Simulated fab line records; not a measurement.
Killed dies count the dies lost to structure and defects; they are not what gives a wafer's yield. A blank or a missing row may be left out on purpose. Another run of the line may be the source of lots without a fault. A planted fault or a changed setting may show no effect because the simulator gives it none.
Chamber matching :: flow nand harc :: 4 sister chambers for NHARC_A_STAIRCASE_ETCH_271 on rie diel-07
The step etches the open film in CF4/CHF3. 8 wafers are shown with their chamber, then 8 later ones without.

WAFERS PAIRED WITH THEIR CHAMBERS
wafer: L074.6
chamber: 3
showerhead plenum p Torr (Torr): 1.57
drypump motor current A (A): 5.5

wafer: L079.2
chamber: 0
showerhead plenum p Torr (Torr): 1.46
drypump motor current A (A): 5.5

wafer: L080.4
chamber: 2
showerhead plenum p Torr (Torr): 1.50
drypump motor current A (A): 5.4

wafer: L080.5
chamber: 0
showerhead plenum p Torr (Torr): 1.46
drypump motor current A (A): 5.4

wafer: L086.2
chamber: 2
showerhead plenum p Torr (Torr): 1.49
drypump motor current A (A): 5.4

wafer: L086.3
chamber: 3
showerhead plenum p Torr (Torr): 1.56
drypump motor current A (A): 5.5

wafer: L086.4
chamber: 1
showerhead plenum p Torr (Torr): 1.52
drypump motor current A (A): 5.7

wafer: L089.4
chamber: 1
showerhead plenum p Torr (Torr): 1.52
drypump motor current A (A): 5.7

WAFERS MISSING THEIR CHAMBER
wafer: L089.5
showerhead plenum p Torr (Torr): 1.70
drypump motor current A (A): 5.5

wafer: L089.6
showerhead plenum p Torr (Torr): 1.56
drypump motor current A (A): 5.4

wafer: L094.2
showerhead plenum p Torr (Torr): 1.56
drypump motor current A (A): 5.5

wafer: L094.3
showerhead plenum p Torr (Torr): 1.49
drypump motor current A (A): 5.4

wafer: L094.5
showerhead plenum p Torr (Torr): 1.49
drypump motor current A (A): 5.4

wafer: L097.3
showerhead plenum p Torr (Torr): 1.69
drypump motor current A (A): 5.4

wafer: L097.5
showerhead plenum p Torr (Torr): 1.69
drypump motor current A (A): 5.4

wafer: L097.6
showerhead plenum p Torr (Torr): 1.52
drypump motor current A (A): 5.7

THE CHAMBER EACH PASSED THROUGH
wafer: L089.5
from the rows above: 3
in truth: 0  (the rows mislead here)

wafer: L089.6
from the rows above: 3
in truth: 3

wafer: L094.2
from the rows above: 3
in truth: 3

wafer: L094.3
from the rows above: 2
in truth: 2

wafer: L094.5
from the rows above: 2
in truth: 2

wafer: L097.3
from the rows above: 3
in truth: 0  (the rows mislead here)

wafer: L097.5
from the rows above: 3
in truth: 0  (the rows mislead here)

wafer: L097.6
from the rows above: 1
in truth: 1
5 of 8 placed correctly. Can't be placed from these rows: 0. Wrongly placed: 3.
How it was worked out, from the rows above alone: a wafer's distance from a chamber is the root of the sum, over the readings, of the square of ((its reading less the chamber's mean) divided by the reading's scatter). The wafer belongs to the nearest chamber; if the next one is less than 2 further off, it can't be placed. For every chamber, the mean is computed from those of its wafers that are shown. The scatter is the square root of a quotient: the sum, over the shown wafers, of each reading's squared deviation from its chamber's mean, divided by wafers minus chambers.
